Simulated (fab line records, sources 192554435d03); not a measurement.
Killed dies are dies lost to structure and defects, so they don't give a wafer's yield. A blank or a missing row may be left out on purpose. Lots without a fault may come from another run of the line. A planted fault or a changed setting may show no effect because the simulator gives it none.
Which tool did it? | flow n5_finfet | 19 lots, 57 wafers sampled, at 6 steps of a route of 1938

WHAT THE GAUGES READ, wafer by wafer
The record holds no reading of a measuring or inspecting step that can be judged against a usual standard deviation.

WHICH TOOL RAN EACH LOT (tool, then ch and the chambers of the sampled wafers, then the start)
lot  | N5_BEOL_M0_SAQP_ETCH_83            | N5_BEOL_M0_SAQP_MANDREL2_REMOVE_110 | N5_BEOL_M0_SAQP_ETCH_88            | N5_BEOL_M0_HM_OPEN_105            | N5_BEOL_M0_ETCH_128                | N5_BEOL_M0_SPUTTER_116
L074 | rie_diel-02 ch 0,2,3, day 5 14:59  | rie_si-05 ch 0,2,3, day 5 18:10     | rie_diel-02 ch 0,2,3, day 5 18:52  | rie_metal-01 ch 0,1, day 5 20:58  | rie_diel-04 ch 1,2,3, day 5 21:28  | pvd_sputter-01, day 5 23:19
L075 | rie_diel-05 ch 0,2,3, day 5 18:31  | rie_si-05 ch 0,1,3, day 5 22:26     | rie_diel-02 ch 0,2,3, day 5 23:08  | rie_metal-03 ch 0,1, day 6 00:44  | rie_diel-04 ch 0,2,3, day 6 01:04  | pvd_sputter-03, day 6 03:38
L076 | rie_diel-05 ch 0,2,3, day 6 01:59  | rie_si-01 ch 0,2,3, day 6 05:20     | rie_diel-05 ch 0,1,3, day 6 06:02  | rie_metal-03 ch 0,1, day 6 10:05  | rie_diel-01 ch 1,2, day 6 10:34    | pvd_sputter-01, day 6 12:31
L077 | rie_diel-05 ch 0,1, day 6 06:38    | rie_si-03 ch 2,3, day 6 09:55       | rie_diel-02 ch 0,1,3, day 6 11:01  | rie_metal-03 ch 0,1, day 6 14:42  | rie_diel-01 ch 1,2, day 6 15:13    | pvd_sputter-03, day 6 17:55
L079 | rie_diel-05 ch 0,1,2, day 7 00:41  | rie_si-03 ch 1,2,3, day 7 03:56     | rie_diel-05 ch 0,2,3, day 7 04:31  | rie_metal-01 ch 0,1, day 7 07:32  | rie_diel-06 ch 0,1,3, day 7 08:18  | pvd_sputter-01, day 7 10:14
L080 | rie_diel-05 ch 0,1,2, day 7 03:38  | rie_si-05 ch 2,3, day 7 07:04       | rie_diel-03 ch 0,3, day 7 07:39    | rie_metal-02 ch 0,1, day 7 09:30  | rie_diel-04 ch 0,1,3, day 7 09:51  | pvd_sputter-01, day 7 11:41
L081 | rie_diel-05 ch 0,2, day 7 09:12    | rie_si-03 ch 1,3, day 7 12:51       | rie_diel-03 ch 0,1, day 7 13:26    | rie_metal-01 ch 0,1, day 7 15:59  | rie_diel-01 ch 0,1,2, day 7 16:34  | pvd_sputter-02, day 7 17:34
L082 | rie_diel-05 ch 0,3, day 7 17:28    | rie_si-01 ch 1,2,3, day 7 21:16     | rie_diel-03 ch 2,3, day 7 21:51    | rie_metal-01 ch 0,1, day 8 02:21  | rie_diel-04 ch 0,1,3, day 8 02:40  | pvd_sputter-03, day 8 04:38
L083 | rie_diel-02 ch 0,1,3, day 7 20:55  | rie_si-03 ch 0,1,2, day 8 01:04     | rie_diel-05 ch 0,2, day 8 01:38    | rie_metal-01 ch 0,1, day 8 03:37  | rie_diel-04 ch 0,2,3, day 8 04:19  | pvd_sputter-03, day 8 07:29
L084 | rie_diel-03 ch 0,1,3, day 8 01:35  | rie_si-03 ch 0,1,3, day 8 05:01     | rie_diel-03 ch 1,3, day 8 05:43    | rie_metal-02 ch 0,1, day 8 08:31  | rie_diel-01 ch 0,2,3, day 8 08:50  | pvd_sputter-02, day 8 10:26
L085 | rie_diel-03 ch 1,2, day 8 15:38    | rie_si-01 ch 0,1,3, day 8 19:26     | rie_diel-02 ch 0,2,3, day 8 20:00  | rie_metal-02 ch 0,1, day 8 22:51  | rie_diel-06 ch 0,2, day 8 23:19    | pvd_sputter-03, day 9 01:32
L087 | rie_diel-05 ch 2,3, day 8 18:52    | rie_si-05 ch 0,1,3, day 8 22:49     | rie_diel-03 ch 0,3, day 8 23:32    | rie_metal-02 ch 1, day 9 02:00    | rie_diel-01 ch 0,3, day 9 02:43    | pvd_sputter-02, day 9 07:43
L086 | rie_diel-03 ch 0,2,3, day 8 19:01  | rie_si-01 ch 0,1, day 8 23:21       | rie_diel-02 ch 0,1, day 8 23:57    | rie_metal-01 ch 0,1, day 9 01:52  | rie_diel-04 ch 1,2, day 9 02:13    | pvd_sputter-02, day 9 06:58
L088 | rie_diel-02 ch 0,1,3, day 9 00:29  | rie_si-05 ch 0,2,3, day 9 04:14     | rie_diel-02 ch 0,1,2, day 9 04:49  | rie_metal-01 ch 0,1, day 9 07:24  | rie_diel-01 ch 0,1,2, day 9 08:07  | pvd_sputter-03, day 9 11:08
L089 | rie_diel-05 ch 0,3, day 9 09:12    | rie_si-03 ch 0,1, day 9 12:41       | rie_diel-05 ch 0,1,3, day 9 13:23  | rie_metal-01 ch 0,1, day 9 14:56  | rie_diel-04 ch 1,3, day 9 15:15    | pvd_sputter-01, day 9 16:15
L093 | rie_diel-05 ch 1,2,3, day 10 07:20 | rie_si-03 ch 0,2,3, day 10 10:49    | rie_diel-02 ch 0,1,2, day 10 11:31 | rie_metal-02 ch 0,1, day 10 13:03 | rie_diel-01 ch 0,2,3, day 10 13:25 | pvd_sputter-01, day 10 16:11
L094 | rie_diel-02 ch 0,1, day 10 10:52   | rie_si-01 ch 0,2,3, day 10 14:12    | rie_diel-02 ch 1,2,3, day 10 14:58 | rie_metal-01 ch 0,1, day 10 19:31 | rie_diel-06 ch 0,2,3, day 10 19:50 | pvd_sputter-02, day 10 21:40
L096 | rie_diel-05 ch 1,3, day 11 01:28   | rie_si-03 ch 1,2, day 11 04:41      | rie_diel-03 ch 0,2, day 11 05:15   | rie_metal-01 ch 1, day 11 07:13   | rie_diel-01 ch 1,2, day 11 07:56   | pvd_sputter-01, day 11 09:45
L097 | rie_diel-03 ch 2,3, day 11 04:29   | rie_si-03 ch 0,2,3, day 11 07:43    | rie_diel-05 ch 1,3, day 11 08:36   | rie_metal-01 ch 0,1, day 11 11:01 | rie_diel-04 ch 0,1,3, day 11 11:17 | pvd_sputter-02, day 11 13:09
- N5_BEOL_M0_SAQP_ETCH_83: etches SiARC in CF4, target depth 39 nm, time 65 s.
- N5_BEOL_M0_SAQP_MANDREL2_REMOVE_110: chemistry HBr/Cl2/O2, target a-Si, stops on SiCN, bt time 10 s.
- N5_BEOL_M0_SAQP_ETCH_88: etches underlayer in N2/H2, target depth 6.5 nm, time 5.2 s.
- N5_BEOL_M0_HM_OPEN_105: chemistry Cl2/BCl3, target TiN, target depth 12 nm.
- N5_BEOL_M0_ETCH_128: etches SiCN in CF4/N2, target depth 12 nm, overetch 5.1 nm, time 21.4 s.
- N5_BEOL_M0_SPUTTER_116: material Cu, target thk 4 nm, time 7.37 s.

WHAT THE TOOLS THEMSELVES READ (means of the sampled wafers that have a number; where no wafer has one, the mark that the record gives instead)
N5_BEOL_M0_SAQP_ETCH_83. Usual: chamber_pressure_mTorr 40.00 mTorr, standard deviation 0.04; drypump_motor_current_A 5.6 A, standard deviation 0.54; etch_rf_on_time_s 65.1 s, standard deviation 1; oes_product_au 0.65 a.u., standard deviation 0.072; rf_vpp_V 184.0 V, standard deviation 1.2; showerhead_plenum_p_Torr 2.14 Torr, standard deviation 0.07; throttle_valve_pct 15.64 %, standard deviation 0.25.
lot  | tool        | chamber_pressure_mTorr (mTorr) | drypump_motor_current_A (A) | etch_rf_on_time_s (s) | oes_product_au (a.u.) | rf_vpp_V (V) | showerhead_plenum_p_Torr (Torr) | throttle_valve_pct (%) | flag
L074 | rie_diel-02 | 40.01                          | 5.6                         | 64.1                  | 0.71                  | 185.9        | 2.21                            | 15.45                  |
L075 | rie_diel-05 | 40.03                          | 6.1                         | 65.0                  | 0.62                  | 183.0        | 2.07                            | 15.85                  |
L076 | rie_diel-05 | 40.00                          | 6.1                         | 65.7                  | 0.61                  | 182.6        | 2.07                            | 15.84                  |
L077 | rie_diel-05 | 39.94                          | 5.5                         | 66.3                  | 0.61                  | 184.3        | 2.18                            | 15.65                  |
L079 | rie_diel-05 | 40.05                          | 5.9                         | 65.9                  | 0.60                  | 183.7        | 2.12                            | 15.80                  |
L080 | rie_diel-05 | 39.99                          | 5.9                         | 65.4                  | 0.60                  | 183.3        | 2.12                            | 15.78                  |
L081 | rie_diel-05 | 39.97                          | 6.3                         | 66.1                  | 0.59                  | 182.8        | 2.07                            | 15.94                  |
L082 | rie_diel-05 | 40.03                          | 5.8                         | 64.0                  | 0.63                  | 183.4        | 2.08                            | 15.82                  |
L083 | rie_diel-02 | 39.99                          | 5.7                         | 64.9                  | 0.72                  | 185.3        | 2.23                            | 15.34                  |
L084 | rie_diel-03 | 40.03                          | 5.5                         | 64.3                  | 0.67                  | 184.0        | 2.15                            | 15.53                  |
L085 | rie_diel-03 | 40.00                          | 5.0                         | 63.6                  | 0.78                  | 185.2        | 2.18                            | 15.45                  |
L087 | rie_diel-05 | 40.04                          | 6.1                         | 64.8                  | 0.61                  | 182.2        | 2.04                            | 15.87                  |
L086 | rie_diel-03 | 39.96                          | 5.2                         | 64.5                  | 0.70                  | 184.3        | 2.16                            | 15.52                  |
L088 | rie_diel-02 | 39.98                          | 5.7                         | 65.2                  | 0.71                  | 185.0        | 2.22                            | 15.36                  |
L089 | rie_diel-05 | 40.03                          | 6.1                         | 65.2                  | 0.60                  | 183.5        | 2.10                            | 15.93                  |
L093 | rie_diel-05 | 40.02                          | 5.6                         | 65.6                  | 0.61                  | 183.8        | 2.09                            | 15.74                  |
L094 | rie_diel-02 | 40.03                          | 5.6                         | 65.1                  | 0.74                  | 184.8        | 2.20                            | 15.24                  |
L096 | rie_diel-05 | 40.02                          | 5.2                         | 65.8                  | 0.61                  | 183.7        | 2.14                            | 15.62                  |
L097 | rie_diel-03 | 40.01                          | 5.1                         | 64.5                  | 0.66                  | 183.4        | 2.14                            | 15.62                  |

N5_BEOL_M0_SAQP_MANDREL2_REMOVE_110. Usual: chamber_pressure_mTorr 10.001 mTorr, standard deviation 0.0086; drypump_motor_current_A 5.7 A, standard deviation 0.38; oes_product_au 1.001 a.u., standard deviation 0.015; throttle_valve_pct 36.7 %, standard deviation 0.3.
lot  | tool      | chamber_pressure_mTorr (mTorr) | drypump_motor_current_A (A) | oes_product_au (a.u.) | throttle_valve_pct (%) | flag
L074 | rie_si-05 | 10.006                         | 6.0                         | 0.992                 | 36.8                   |
L075 | rie_si-05 | 10.000                         | 6.2                         | 0.993                 | 36.6                   |
L076 | rie_si-01 | 9.995                          | 5.8                         | 1.013                 | 36.6                   |
L077 | rie_si-03 | 10.004                         | 5.4                         | 1.012                 | 36.5                   |
L079 | rie_si-03 | 9.999                          | 5.4                         | 1.012                 | 36.6                   |
L080 | rie_si-05 | 10.000                         | 6.3                         | 1.000                 | 36.7                   |
L081 | rie_si-03 | 10.002                         | 5.5                         | 0.999                 | 36.7                   |
L082 | rie_si-01 | 9.994                          | 5.9                         | 0.991                 | 36.8                   |
L083 | rie_si-03 | 10.000                         | 5.5                         | 1.010                 | 36.7                   |
L084 | rie_si-03 | 9.999                          | 5.5                         | 1.001                 | 36.9                   |
L085 | rie_si-01 | 9.998                          | 5.6                         | 0.994                 | 36.7                   |
L087 | rie_si-05 | 9.999                          | 6.1                         | 0.997                 | 36.6                   |
L086 | rie_si-01 | 10.002                         | 5.4                         | 0.996                 | 36.7                   |
L088 | rie_si-05 | 9.999                          | 6.0                         | 0.995                 | 36.8                   |
L089 | rie_si-03 | 10.000                         | 5.6                         | 1.012                 | 37.0                   |
L093 | rie_si-03 | 9.999                          | 5.4                         | 1.018                 | 36.8                   |
L094 | rie_si-01 | 10.006                         | 5.7                         | 1.006                 | 36.6                   |
L096 | rie_si-03 | 10.004                         | 5.5                         | 1.001                 | 36.5                   |
L097 | rie_si-03 | 9.999                          | 5.4                         | 1.013                 | 36.8                   |

N5_BEOL_M0_SAQP_ETCH_88. Usual: chamber_pressure_mTorr 30.00 mTorr, standard deviation 0.043; drypump_motor_current_A 5.6 A, standard deviation 0.42; etch_rf_on_time_s 5.20 s, standard deviation 0.064; oes_product_au 0.67 a.u., standard deviation 0.069; rf_vpp_V 524.5 V, standard deviation 2.6; showerhead_plenum_p_Torr 2.56 Torr, standard deviation 0.079; throttle_valve_pct 17.78 %, standard deviation 0.28.
lot  | tool        | chamber_pressure_mTorr (mTorr) | drypump_motor_current_A (A) | etch_rf_on_time_s (s) | oes_product_au (a.u.) | rf_vpp_V (V) | showerhead_plenum_p_Torr (Torr) | throttle_valve_pct (%) | flag
L074 | rie_diel-02 | 29.99                          | 5.6                         | 5.16                  | 0.71                  | 527.5        | 2.63                            | 17.62                  |
L075 | rie_diel-02 | 30.00                          | 5.6                         | 5.16                  | 0.71                  | 526.3        | 2.63                            | 17.64                  |
L076 | rie_diel-05 | 30.03                          | 5.6                         | 5.23                  | 0.62                  | 523.4        | 2.53                            | 17.96                  |
L077 | rie_diel-02 | 30.00                          | 5.7                         | 5.21                  | 0.73                  | 526.6        | 2.64                            | 17.48                  |
L079 | rie_diel-05 | 29.97                          | 6.1                         | 5.20                  | 0.61                  | 521.5        | 2.46                            | 18.10                  |
L080 | rie_diel-03 | 29.99                          | 5.4                         | 5.23                  | 0.64                  | 523.9        | 2.54                            | 17.80                  |
L081 | rie_diel-03 | 30.03                          | 5.4                         | 5.17                  | 0.69                  | 524.7        | 2.56                            | 17.67                  |
L082 | rie_diel-03 | 30.02                          | 5.2                         | 5.19                  | 0.69                  | 524.2        | 2.55                            | 17.77                  |
L083 | rie_diel-05 | 29.99                          | 6.4                         | 5.29                  | 0.58                  | 521.8        | 2.48                            | 18.18                  |
L084 | rie_diel-03 | 30.01                          | 5.4                         | 5.19                  | 0.66                  | 522.9        | 2.55                            | 17.68                  |
L085 | rie_diel-02 | 30.02                          | 5.6                         | 5.21                  | 0.69                  | 525.1        | 2.62                            | 17.66                  |
L087 | rie_diel-03 | 29.97                          | 5.5                         | 5.21                  | 0.66                  | 524.8        | 2.55                            | 17.81                  |
L086 | rie_diel-02 | 29.97                          | 5.6                         | 5.23                  | 0.74                  | 526.7        | 2.62                            | 17.46                  |
L088 | rie_diel-02 | 30.01                          | 5.5                         | 5.17                  | 0.72                  | 525.8        | 2.60                            | 17.61                  |
L089 | rie_diel-05 | 29.98                          | 5.6                         | 5.24                  | 0.60                  | 523.1        | 2.52                            | 18.00                  |
L093 | rie_diel-02 | 29.99                          | 5.5                         | 5.16                  | 0.71                  | 525.9        | 2.60                            | 17.62                  |
L094 | rie_diel-02 | 30.00                          | 5.4                         | 5.12                  | 0.67                  | 524.9        | 2.58                            | 17.81                  |
L096 | rie_diel-03 | 29.93                          | 5.3                         | 5.14                  | 0.71                  | 523.8        | 2.57                            | 17.80                  |
L097 | rie_diel-05 | 30.02                          | 5.2                         | 5.20                  | 0.61                  | 523.3        | 2.55                            | 17.90                  |

N5_BEOL_M0_HM_OPEN_105. Usual: chamber_pressure_mTorr 9.999 mTorr, standard deviation 0.0097; drypump_motor_current_A 5.47 A, standard deviation 0.16; oes_product_au 0.77 a.u., standard deviation 0.11; throttle_valve_pct 22.00 %, standard deviation 0.14.
lot  | tool         | chamber_pressure_mTorr (mTorr) | drypump_motor_current_A (A) | oes_product_au (a.u.) | throttle_valve_pct (%) | flag
L074 | rie_metal-01 | 10.001                         | 5.41                        | 0.82                  | 22.00                  |
L075 | rie_metal-03 | 9.990                          | 5.40                        | 0.68                  | 22.10                  |
L076 | rie_metal-03 | 10.000                         | 5.40                        | 0.64                  | 22.04                  |
L077 | rie_metal-03 | 9.986                          | 5.42                        | 0.64                  | 22.04                  |
L079 | rie_metal-01 | 10.007                         | 5.41                        | 0.80                  | 22.01                  |
L080 | rie_metal-02 | 9.993                          | 5.62                        | 0.76                  | 22.02                  |
L081 | rie_metal-01 | 9.997                          | 5.42                        | 0.75                  | 22.01                  |
L082 | rie_metal-01 | 9.991                          | 5.41                        | 0.76                  | 21.98                  |
L083 | rie_metal-01 | 9.992                          | 5.39                        | 0.80                  | 22.02                  |
L084 | rie_metal-02 | 9.991                          | 5.63                        | 0.76                  | 22.03                  |
L085 | rie_metal-02 | 10.002                         | 5.63                        | 0.75                  | 22.03                  |
L087 | rie_metal-02 | 9.991                          | 5.80                        | 0.83                  | 22.12                  |
L086 | rie_metal-01 | 10.005                         | 5.42                        | 0.74                  | 22.01                  |
L088 | rie_metal-01 | 9.999                          | 5.41                        | 0.79                  | 22.03                  |
L089 | rie_metal-01 | 10.009                         | 5.42                        | 0.74                  | 22.01                  |
L093 | rie_metal-02 | 10.003                         | 5.45                        | 0.94                  | 21.79                  |
L094 | rie_metal-01 | 10.006                         | 5.42                        | 0.78                  | 22.05                  |
L096 | rie_metal-01 | 10.000                         | 5.41                        | 0.69                  | 21.99                  |
L097 | rie_metal-01 | 9.999                          | 5.43                        | 0.77                  | 22.05                  |

N5_BEOL_M0_ETCH_128. Usual: chamber_pressure_mTorr 40.00 mTorr, standard deviation 0.035; drypump_motor_current_A 5.6 A, standard deviation 0.47; oes_product_au 0.55 a.u., standard deviation 0.067; rf_vpp_V 382.3 V, standard deviation 1.8; showerhead_plenum_p_Torr 2.21 Torr, standard deviation 0.065; throttle_valve_pct 15.41 %, standard deviation 0.2.
lot  | tool        | chamber_pressure_mTorr (mTorr) | drypump_motor_current_A (A) | oes_product_au (a.u.) | rf_vpp_V (V) | showerhead_plenum_p_Torr (Torr) | throttle_valve_pct (%) | flag
L074 | rie_diel-04 | 39.99                          | 5.9                         | 0.50                  | 380.4        | 2.13                            | 15.46                  |
L075 | rie_diel-04 | 40.01                          | 5.9                         | 0.51                  | 380.6        | 2.13                            | 15.62                  |
L076 | rie_diel-01 | 40.02                          | 5.1                         | 0.61                  | 381.6        | 2.18                            | 15.13                  |
L077 | rie_diel-01 | 39.99                          | 5.1                         | 0.60                  | 381.5        | 2.18                            | 15.13                  |
L079 | rie_diel-06 | 39.99                          | 5.9                         | 0.51                  | 384.1        | 2.26                            | 15.52                  |
L080 | rie_diel-04 | 40.02                          | 5.6                         | 0.49                  | 380.9        | 2.16                            | 15.51                  |
L081 | rie_diel-01 | 40.00                          | 5.2                         | 0.60                  | 382.2        | 2.21                            | 15.30                  |
L082 | rie_diel-04 | 40.00                          | 5.6                         | 0.50                  | 381.3        | 2.16                            | 15.53                  |
L083 | rie_diel-04 | 40.02                          | 5.9                         | 0.55                  | 381.7        | 2.21                            | 15.48                  |
L084 | rie_diel-01 | 40.00                          | 5.6                         | 0.59                  | 383.3        | 2.23                            | 15.36                  |
L085 | rie_diel-06 | 40.01                          | 5.5                         | 0.56                  | 384.8        | 2.25                            | 15.47                  |
L087 | rie_diel-01 | 40.02                          | 5.6                         | 0.62                  | 383.8        | 2.25                            | 15.36                  |
L086 | rie_diel-04 | 39.96                          | 6.2                         | 0.59                  | 384.0        | 2.29                            | 15.36                  |
L088 | rie_diel-01 | 39.95                          | 5.2                         | 0.58                  | 381.8        | 2.21                            | 15.33                  |
L089 | rie_diel-04 | 40.02                          | 5.6                         | 0.48                  | 380.1        | 2.15                            | 15.40                  |
L093 | rie_diel-01 | 39.98                          | 5.5                         | 0.57                  | 383.2        | 2.23                            | 15.41                  |
L094 | rie_diel-06 | 39.97                          | 5.9                         | 0.55                  | 384.1        | 2.25                            | 15.47                  |
L096 | rie_diel-01 | 40.02                          | 5.3                         | 0.53                  | 381.4        | 2.18                            | 15.32                  |
L097 | rie_diel-04 | 40.03                          | 5.6                         | 0.54                  | 380.6        | 2.15                            | 15.41                  |

N5_BEOL_M0_SPUTTER_116. Usual: throttle_valve_pct 30.0 %, standard deviation 1.1.
lot  | tool           | throttle_valve_pct (%) | flag
L074 | pvd_sputter-01 | 30.4                   |
L075 | pvd_sputter-03 | 29.7                   |
L076 | pvd_sputter-01 | 30.0                   |
L077 | pvd_sputter-03 | 30.3                   |
L079 | pvd_sputter-01 | 30.2                   |
L080 | pvd_sputter-01 | 30.0                   |
L081 | pvd_sputter-02 | 30.2                   |
L082 | pvd_sputter-03 | 30.2                   |
L083 | pvd_sputter-03 | 29.8                   |
L084 | pvd_sputter-02 | 30.9                   |
L085 | pvd_sputter-03 | 30.1                   |
L087 | pvd_sputter-02 | 28.8                   |
L086 | pvd_sputter-02 | 29.4                   |
L088 | pvd_sputter-03 | 30.0                   |
L089 | pvd_sputter-01 | 30.7                   |
L093 | pvd_sputter-01 | 30.3                   |
L094 | pvd_sputter-02 | 29.9                   |
L096 | pvd_sputter-01 | 30.4                   |
L097 | pvd_sputter-02 | 30.9                   |

THE ANSWER, worked out from the rows above alone
Rule: a lot is off if the mean of its wafers that have a number lies more than 3 standard deviations from the usual mean. A lot without any number at a reading at which 4 lots or more have one is off too. The other lots that the step has rows for count as sound. The gauges are gone through in route order, then the tools' own readings, and for those a lot's mean is taken as printed above. The first step at which some lot is off is used, and at that step the reading that is off furthest; a lot without a number counts as furthest.
No lot is off at any reading shown: from this, nothing can be told.

WHAT THE SIMULATOR HAD PUT IN
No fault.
